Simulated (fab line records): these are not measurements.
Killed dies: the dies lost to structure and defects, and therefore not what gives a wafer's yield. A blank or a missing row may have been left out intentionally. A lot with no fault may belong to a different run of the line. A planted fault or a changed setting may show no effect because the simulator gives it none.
Comparing a struck lot with a sound one | flow n5 finfet | 32 steps out of a route of 1938
Sound: the wafers L761.3, L761.5, L761.6. Struck: wafer L757.5. (L757.2, L757.4 of the same lot were not struck and are left out.) The cause comes at the end.
At each step with rows: each side's tool, then ch and its chambers, then its first start. Under that, the readings that differ: sound wafers | struck wafers | difference of the means | sigmas: that difference in standard deviations of wafers without a fault.
alike: a reading whose means differ by less than 2 such deviations, as well as words and numbers matching on both sides. not compared: withheld readings; readings where some wafer has no value; bounds like >300 that might hide an equal value; numbers whose values overlap and for which the record gives no deviation.
Wherever a step has rows on one side only, a row that says differs or no value, or a row with sigmas, the two part there. When numbers do not overlap yet have no deviation, they are printed without sigmas and do not part them. A reading missing from all wafers of one side parts the sides only when that side holds two or more wafers.

first, 9 steps without rows for these wafers: N5_BEOL_M5_PEB_09 (peb time 60 s); N5_BEOL_M5_DEVELOP_10 (develop time 30 s); N5_BEOL_M5_DESCUM_16 (chemistry O2, time 7 s); N5_BEOL_M5_ETCH_72 (etches underlayer in N2/H2, target depth 6.5 nm, time 5.2 s); N5_BEOL_M5_ETCH_61 (etches SiARC in CF4, target depth 15.6 nm, time 26 s); N5_BEOL_M5_ETCH_62 (etches SOC in N2/H2, target depth 75 nm, overetch 15 nm, time 112.5 s); N5_BEOL_M5_STRIP_63 (strips in N2/H2); N5_BEOL_M5_STRIP_73 (strips in N2/H2); N5_BEOL_M5_STRIP_64 (strips in CF4).
N5_BEOL_M5_HM_OPEN_17: chemistry Cl2/BCl3, target TiN, target depth 20 nm, overetch 6 nm.
  sound on rie metal-02 ch 0,1, day 15 22:28; struck on rie metal-03 ch 0, day 14 14:29
  reading                                  | sound             | struck | difference | sigmas
  throttle valve pct (%)                   | 21.82 21.80 22.27 | 22.43  | +0.47      | +2
  model.SOC_of_BEOL_M5_COAT_59.thk nm (nm) | 52.2 52.2 52      | 53.4   | +1.3       |
  alike: bcl3 flow sccm, drypump motor current A, oes_ar_750_au, oes product au
  not compared: rf hours counter h
then, 20 steps without rows for these wafers: N5_BEOL_M5_STRIP_19 (strips in O2); N5_BEOL_M5_COAT_65 (time 60 s, resist thk 60 nm); N5_BEOL_M5_COAT_66 (time 60 s, resist thk 12 nm); N5_BEOL_M5_COAT_74 (time 60 s, resist thk 5 nm); N5_BEOL_M5_COAT_22 (resist thk 30 nm); N5_BEOL_M5_EBR_24; N5_BEOL_M5_SOFTBAKE_23 (time 60 s); N5_BEOL_M5_EXPOSE_25 (exposes mask V4, defocus 10 nm); N5_BEOL_M5_PEB_26 (peb time 60 s); N5_BEOL_M5_DEVELOP_27 (develop time 30 s); N5_BEOL_M5_DESCUM_33 (chemistry O2, time 7 s); N5_BEOL_M5_ETCH_75 (etches underlayer in N2/H2, target depth 6.5 nm, time 5.2 s); N5_BEOL_M5_ETCH_67 (etches SiARC in CF4, target depth 15.6 nm, time 26 s); N5_BEOL_M5_ETCH_68 (etches SOC in N2/H2, target depth 80 nm, overetch 16 nm, time 120 s); N5_BEOL_M5_STRIP_69 (strips in N2/H2); N5_BEOL_M5_STRIP_76 (strips in N2/H2); N5_BEOL_M5_VIA_ETCH_34 (etches SiCOH lowk in C4F6/O2, target depth 88.3 nm, time 39.2 s); N5_BEOL_M5_STRIP_85 (strips in C4F6/O2); N5_BEOL_M5_STRIP_36 (strips in N2/H2); N5_BEOL_M5_TRENCH_ETCH_37 (etches SiCOH lowk in C4F6/O2, target depth 71.652 nm, time 24.7 s).
N5_BEOL_M5_ETCH_41: etches SiCN in CH3F/O2, target depth 31.5 nm, time 56.7 s.
  sound on rie diel-01 ch 0,2,3; struck on rie diel-01 ch 2
  reading                  | sound          | struck | difference | sigmas
  model.BEOL_M5.cd nm (nm) | 28.4 28.2 28.2 | 28     | +0         |
  alike: O2_flow_sccm, drypump motor current A, oes product au, rf vpp V, showerhead plenum p Torr, throttle valve pct
  not compared: rf hours counter h
then, 1 step without rows for these wafers: N5_BEOL_M5_STRIP_91 (strips in N2/H2, time 10 s).

== WHERE THEY PART ==
At N5_BEOL_M5_HM_OPEN_17 and nowhere else, as far as this record goes. Later steps at which nothing parts them and some readings are alike: N5_BEOL_M5_ETCH_41.

WHY: what had been put in by the simulator
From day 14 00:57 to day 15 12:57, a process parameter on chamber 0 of rie metal-03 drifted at N5_BEOL_M5_HM_OPEN_17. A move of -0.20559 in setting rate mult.
